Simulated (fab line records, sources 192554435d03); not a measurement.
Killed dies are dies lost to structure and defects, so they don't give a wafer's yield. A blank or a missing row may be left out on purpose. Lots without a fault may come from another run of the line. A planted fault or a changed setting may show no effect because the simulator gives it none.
Chamber matching | flow n5_finfet | N5_MOL_CONTACT_COAG_DESCUM_88 on rie_diel-05: 4 sister chambers
The step chemistry O2, time 7 s. 20 wafers are shown with their chamber, then 10 later ones without.

WAFERS WITH THEIR CHAMBER
wafer  | chamber | drypump_motor_current_A (A) | showerhead_plenum_p_Torr (Torr) | throttle_valve_pct (%)
L074.3 | 2       | 6.6                         | 2.11                            | 20.35
L074.4 | 0       | 5.6                         | 2.03                            | 20.16
L074.5 | 1       | 6.3                         | 2.16                            | 20.48
L075.2 | 2       | 6.6                         | 2.10                            | 20.35
L075.3 | 0       | 5.6                         | 2.03                            | 20.16
L075.5 | 1       | 6.2                         | 2.16                            | 20.49
L076.2 | 3       | 5.5                         | 2.21                            | 20.53
L076.4 | 0       | 5.6                         | 2.03                            | 20.17
L076.6 | 1       | 6.3                         | 2.16                            | 20.49
L077.2 | 2       | 6.6                         | 2.10                            | 20.36
L077.4 | 3       | 5.6                         | 2.21                            | 20.52
L077.5 | 2       | 6.6                         | 2.10                            | 20.38
L079.1 | 0       | 5.6                         | 2.03                            | 20.17
L079.2 | 2       | 6.6                         | 2.10                            | 20.37
L079.6 | 0       | 5.6                         | 2.03                            | 20.16
L082.1 | 3       | 5.6                         | 2.20                            | 20.55
L082.3 | 0       | 5.6                         | 2.03                            | 20.19
L082.6 | 1       | 6.3                         | 2.15                            | 20.52
L087.3 | 0       | 5.6                         | 2.02                            | 20.20
L087.4 | 3       | 5.5                         | 2.20                            | 20.55

SIGNATURES (means of the wafers above)
reading                  | chamber 0 | chamber 1 | chamber 2 | chamber 3 | scatter within a chamber
drypump_motor_current_A  | 5.600     | 6.275     | 6.600     | 5.550     | 0.0331
showerhead_plenum_p_Torr | 2.0286    | 2.1575    | 2.1020    | 2.2050    | 0.00461
throttle_valve_pct       | 20.1729   | 20.4950   | 20.3620   | 20.5375   | 0.0154
Rule: a wafer's distance from a chamber is the root of the sum, over the readings, of the square of ((its reading less the chamber's mean) divided by the reading's scatter). The wafer belongs to the nearest chamber; if the next one is less than 2 further off, it can't be placed. The scatter: the root of (the sum of the squares of (reading less its chamber's mean) over the shown wafers, divided by (wafers less chambers)).

WAFERS WITHOUT THEIR CHAMBER
wafer  | drypump_motor_current_A (A) | showerhead_plenum_p_Torr (Torr) | throttle_valve_pct (%)
L087.6 | 6.6                         | 2.09                            | 20.39
L089.1 | 6.3                         | 2.15                            | 20.13
L089.2 | 6.6                         | 2.09                            | 20.41
L089.4 | 5.5                         | 2.20                            | 20.58
L094.1 | 5.6                         | 2.19                            | 20.59
L094.5 | 6.6                         | 2.09                            | 20.43
L094.6 | 6.3                         | 2.15                            | 20.14
L095.2 | 5.6                         | 2.02                            | 20.24
L095.4 | 6.6                         | 2.09                            | 20.42
L095.6 | 5.6                         | 2.02                            | 20.24

WHICH CHAMBER EACH WENT THROUGH
wafer  | from the rows above | in truth
L087.6 | 2                   | 2
L089.1 | 2                   | 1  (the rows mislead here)
L089.2 | 2                   | 2
L089.4 | 3                   | 3
L094.1 | 3                   | 3
L094.5 | 2                   | 2
L094.6 | 2                   | 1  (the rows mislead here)
L095.2 | 0                   | 0
L095.4 | 2                   | 2
L095.6 | 0                   | 0
Placed correctly: 8 of 10. Can't be placed from these rows: 0. Placed wrongly: 2.
